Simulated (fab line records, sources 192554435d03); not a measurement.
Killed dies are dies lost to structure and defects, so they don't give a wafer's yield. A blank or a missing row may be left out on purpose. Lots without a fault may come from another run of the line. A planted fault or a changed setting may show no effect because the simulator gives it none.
Split-lot experiment | flow n5_finfet | 7 lots, 39 wafers read, on a route of 1938 steps

THE SPLIT
At N5_BEOL_M1_TRENCH_ETCH_37 (etches SiOC in C4F6/O2, target depth 55.207 nm, time 29 s), the setting time_s was moved away from the recipe's 29 s on 9 of the 39 wafers read, by -51.0% to +33.0%. The other wafers ran this setting at the recipe's value.

FROM THE SPLIT TO THE READING: what the file shows between them, 2 steps
- N5_BEOL_M1_ETCH_41: etches SiCN in CH3F/O2, target depth 31.9 nm, time 57.8 s
- N5_BEOL_M1_STRIP_97: strips in N2/H2, time 10 s

THE READING
trench_depth_nm, in nm, at N5_BEOL_M1_OCD_MEAS_38. Fault-free wafers of this fab line usually give 55.6 nm, standard deviation 1.2 nm.

wafer  | tool, chamber at the split | time_s as run, s | against the recipe | trench_depth_nm, nm | against lot-mates on the recipe
L074.1 | rie_diel-03, 0             | 29               | recipe             | 56.5                | -
L074.2 | rie_diel-03, 3             | 29               | recipe             | 55.9                | -
L074.3 | rie_diel-03, 2             | 29               | recipe             | 55.8                | -
L074.4 | rie_diel-03, 2             | 29               | recipe             | 55.8                | -
L074.5 | rie_diel-03, 3             | 29               | recipe             | 55.7                | -
L074.6 | rie_diel-03, 0             | 29               | recipe             | 56.8                | -
L081.1 | rie_diel-04, 2             | 29               | recipe             | 56.0                | -
L081.2 | rie_diel-04, 1             | 29               | recipe             | 56.3                | -
L081.3 | rie_diel-04, 3             | 29               | recipe             | 55.4                | -
L081.4 | rie_diel-04, 0             | 29               | recipe             | 53.7                | -
L081.5 | rie_diel-04, 0             | 29               | recipe             | 53.5                | -
L081.6 | rie_diel-04, 3             | 29               | recipe             | 55.0                | -
L083.1 | rie_diel-06, 3             | 29               | recipe             | 53.0                | -
L083.4 | rie_diel-06, 2             | 29               | recipe             | 55.7                | -
L083.5 | rie_diel-06, 0             | 29               | recipe             | 55.3                | -
L084.1 | rie_diel-03, 3             | 29               | recipe             | 55.1                | -
L084.2 | rie_diel-03, 2             | 21.25            | -26.7%             | 40.3                | -15.0
L084.3 | rie_diel-03, 1             | 21.25            | -26.7%             | 40.3                | -15.0
L084.4 | rie_diel-03, 0             | 21.25            | -26.7%             | 40.8                | -14.5
L084.5 | rie_diel-03, 0             | 29               | recipe             | 55.8                | -
L084.6 | rie_diel-03, 3             | 29               | recipe             | 55.0                | -
L085.1 | rie_diel-06, 0             | 29               | recipe             | 55.6                | -
L085.2 | rie_diel-06, 2             | 29               | recipe             | 55.9                | -
L085.3 | rie_diel-06, 3             | 14.22            | -51.0%             | 26.5                | -29.2
L085.4 | rie_diel-06, 0             | 14.22            | -51.0%             | 27.4                | -28.3
L085.5 | rie_diel-06, 2             | 29               | recipe             | 55.6                | -
L085.6 | rie_diel-06, 3             | 14.22            | -51.0%             | 26.9                | -28.8
L088.1 | rie_diel-06, 1             | 29               | recipe             | 55.5                | -
L088.2 | rie_diel-06, 3             | 29               | recipe             | 53.1                | -
L088.3 | rie_diel-06, 2             | 29               | recipe             | 55.2                | -
L088.4 | rie_diel-06, 0             | 29               | recipe             | 55.7                | -
L088.5 | rie_diel-06, 1             | 29               | recipe             | 56.4                | -
L088.6 | rie_diel-06, 2             | 29               | recipe             | 55.7                | -
L091.1 | rie_diel-03, 1             | 29               | recipe             | 55.0                | -
L091.2 | rie_diel-03, 2             | 29               | recipe             | 57.3                | -
L091.3 | rie_diel-03, 0             | 29               | recipe             | 57.7                | -
L091.4 | rie_diel-03, 3             | 38.58            | +33.0%             | 76.0                | +19.3
L091.5 | rie_diel-03, 3             | 38.58            | +33.0%             | 75.6                | +18.9
L091.6 | rie_diel-03, 0             | 38.58            | +33.0%             | 76.5                | +19.8

THE FIT
A straight line over all 39 wafers: trench_depth_nm changes by +0.578 nm for each +1% of time_s; r = +1.00; the points scatter about the line by 1.1 nm.
The same after taking each lot's own level away (the mean of its wafers on the recipe; 39 wafers): +0.569 nm for each +1%; r = +1.00; scatter 0.83 nm.
On that fit, the largest move of time_s shifts the reading by 29 nm.
The lots' own levels span 54.67 to 56.67 nm, that is 1.7 times the standard deviation above.
So the lot-to-lot level changes the slope little: the two slopes agree.
Check: with one of the wafers moved furthest among these (-51.0%) left out of the fit, the line predicts -28.8 nm for it against its lot-mates. It came out at -29.2 nm against them.

OTHER SPLITS ON THESE WAFERS
These wafers also went through other splits before the reading. Each is held against what the fit with the lots' levels taken away leaves over:
other split on the same wafers        | wafers away from the commonest value | r with trench_depth_nm (lot level and that fit taken away)
N5_FIN_SAQP_DEVELOP_15 develop_time_s | 18                                   | +0.19
N5_SD_EPI_N_DEVELOP_08 develop_time_s | 9                                    | -0.07

THE WHOLE CHAIN: every reading that the file lists as answering this split, in the file's order
step                      | what it does                                              | reading                                                                   | change (the file's fit)               | r (the file's)
N5_BEOL_M1_TRENCH_ETCH_37 | etches SiOC in C4F6/O2, target depth 55.207 nm, time 29 s | etch.depth_nm (the simulator's own value, which no gauge read)            | +0.571 nm for each +1% of the setting | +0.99
N5_BEOL_M1_TRENCH_ETCH_37 | etches SiOC in C4F6/O2, target depth 55.207 nm, time 29 s | BEOL_M1.feature_depth_nm (the simulator's own value, which no gauge read) | +0.571 nm for each +1% of the setting | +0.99
N5_BEOL_M1_OCD_MEAS_38    |                                                           | trench_depth_nm                                                           | +0.569 nm for each +1% of the setting | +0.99

THE FILE'S OWN FIT
trench_depth_nm changes by +0.569 nm for each +1% of time_s, r = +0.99.
